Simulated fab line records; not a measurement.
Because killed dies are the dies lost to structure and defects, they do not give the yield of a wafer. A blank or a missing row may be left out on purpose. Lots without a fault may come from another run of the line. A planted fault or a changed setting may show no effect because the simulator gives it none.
Chamber matching -- flow n5 finfet -- cvd co-01 running N5_BEOL_M1_PRE_CLEAN_60: 3 sister chambers
The step time 15 s. 3 wafers are shown with their chamber, then 12 later ones without.

WAFERS, EACH WITH ITS CHAMBER
wafer,chamber,heater power w (W)
L089.1,0,74
L089.2,2,86
L089.3,1,82

WAFERS WHOSE CHAMBER IS MISSING
wafer,heater power w (W)
L089.4,81
L089.5,77
L089.6,86
L092.1,75
L092.2,86
L092.6,86
L093.1,77
L093.3,82
L093.6,81
L095.1,75
L095.2,87
L095.5,77

CHAMBER TAKEN BY EACH
wafer,from the rows above,in truth
L089.4,1,1
L089.5,can't be placed: 0 or 1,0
L089.6,2,2
L092.1,0,0
L092.2,2,2
L092.6,2,2
L093.1,can't be placed: 0 or 1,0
L093.3,1,1
L093.6,1,1
L095.1,0,0
L095.2,2,2
L095.5,can't be placed: 0 or 1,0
Placed correctly: 9 of 12. Cannot be placed on the basis of these rows: 3; the candidates contain the true chamber in 3. Placed wrongly: 0.
How it was worked out, from the rows above alone: a wafer's distance from a chamber is the root of the sum, over the readings, of the square of ((its reading less the chamber's mean) divided by the reading's scatter). The wafer belongs to the nearest chamber; if the next one is less than 2 further off, it can't be placed. The mean given for a chamber averages the wafers shown for that chamber. The scatter: root of mean squared gap, hidden wafer to nearest shown wafer, with one shown wafer a chamber.
